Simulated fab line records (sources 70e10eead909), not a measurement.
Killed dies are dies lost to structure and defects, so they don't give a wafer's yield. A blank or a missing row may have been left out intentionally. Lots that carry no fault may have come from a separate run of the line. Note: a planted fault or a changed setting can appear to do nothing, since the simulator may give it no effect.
A struck lot beside a sound one | flow nand harc | 14 steps out of a route of 1302
Sound: these wafers, L808.1, L808.2, L808.4. Wafers L814.4, L814.5, L814.6 were the ones struck. The cause comes at the end.
Per side, at each step with rows, come the tool, then ch with its chambers, and then its first start. Under that, the readings that differ: sound wafers | struck wafers | difference of the means | sigmas: that difference in standard deviations of wafers without a fault.
alike: a reading whose means differ by less than 2 such deviations, as well as words and numbers matching on both sides. not compared: withheld readings; readings where some wafer has no value; bounds like >300 that might hide an equal value; numbers whose values overlap and for which the record gives no deviation.
A row with sigmas, a row that says differs or no value, or rows on one side alone: a step with any of these is where the two part. When numbers do not overlap yet have no deviation, they are printed without sigmas and do not part them. Lack of a reading on every wafer of one side parts them only where that side has two or more wafers.

NHARC_P_STI_ETCH_42: etches the open film in N2/H2, target depth 80 nm, overetch 24 nm, time 61 s.
  sound on rie diel-13 ch 0,2, day 4 02:22; struck on rie diel-10 ch 0,1, day 6 15:43
  alike: drypump motor current A, oes product au, rf vpp V, showerhead plenum p Torr, throttle valve pct
  not compared: rf hours counter h
NHARC_P_STI_ETCH_31: etches the open film in CF4/CHF3, target depth 108.9 nm, time 54.5 s.
  sound: rie diel-13 ch 2,3; struck: rie diel-10 ch 0,1,3
  reading               | sound             | struck            | difference | sigmas
  oes product au (a.u.) | 0.941 0.918 0.917 | 0.980 0.970 0.975 | +0.050     | +3
  alike: drypump motor current A, rf vpp V, showerhead plenum p Torr, throttle valve pct
  not compared: rf hours counter h
NHARC_P_STI_ETCH_15: etches the open film in HBr/Cl2, target depth 300 nm, time 100.1 s.
  sound on rie si-04 ch 0,2,3, day 4 02:34; struck on rie si-04 ch 1,2, day 6 15:55
  alike: drypump motor current A, oes product au, throttle valve pct
  not compared: rf hours counter h
NHARC_P_STI_CD_MEAS_16:
  sound on cd sem-03, day 4 02:44; struck on cd sem-02, day 6 16:05
  alike: cd nm
NHARC_P_STI_OCD_MEAS_17:
  sound on ocd-02, day 4 02:49; struck on ocd-01, day 6 16:10
  alike: trench depth nm, trench foot cd nm
then, 3 steps without rows for these wafers: NHARC_P_STI_STRIP_19 (strips in SPM, time 900 s); NHARC_P_STI_PRECLEAN_32 (cleans in SC1); NHARC_P_STI_SRD_23.
NHARC_P_STI_OCD_MEAS_43:
  sound on ocd-01, day 4 03:20; struck on ocd-02, day 6 16:41
  alike: trench depth nm, trench foot cd nm
then, 3 steps without rows for these wafers: NHARC_P_STI_OXIDE_33 (material SiO2, target thk 10 nm, ox time 281 s); NHARC_P_STI_HDPCVD_20 (deposits SiO2); NHARC_P_STI_ANNEAL_34 (time 1800 s).
NHARC_P_STI_CMP_21: polishes, t overpolish 20 s, target thk 380.67 nm.
  sound on cmp-01 ch 0,2,3, day 4 23:24; struck on cmp-01 ch 0,1, day 7 10:49
  no value came back on the struck wafers for edge zone pressure frac, motor current A (A), overpolish run s (s); on the sound wafers edge zone pressure frac reads 0.999 0.998 1.006
-- break in the record here, with 21 days between the starts of the struck wafers on either side (left off in module P_STI, picked up again in module END, where the first step shown is number 1302 on the route) --
NHARC_END_SORT_01:
  only the struck wafers appear in the record here, on prober-02 ch 0 at day 28 02:41; the sound ones have no rows

== WHERE THEY PART ==
Earliest at NHARC_P_STI_ETCH_31; latest, in this record, at NHARC_END_SORT_01.

WHY: the cause the simulator had injected
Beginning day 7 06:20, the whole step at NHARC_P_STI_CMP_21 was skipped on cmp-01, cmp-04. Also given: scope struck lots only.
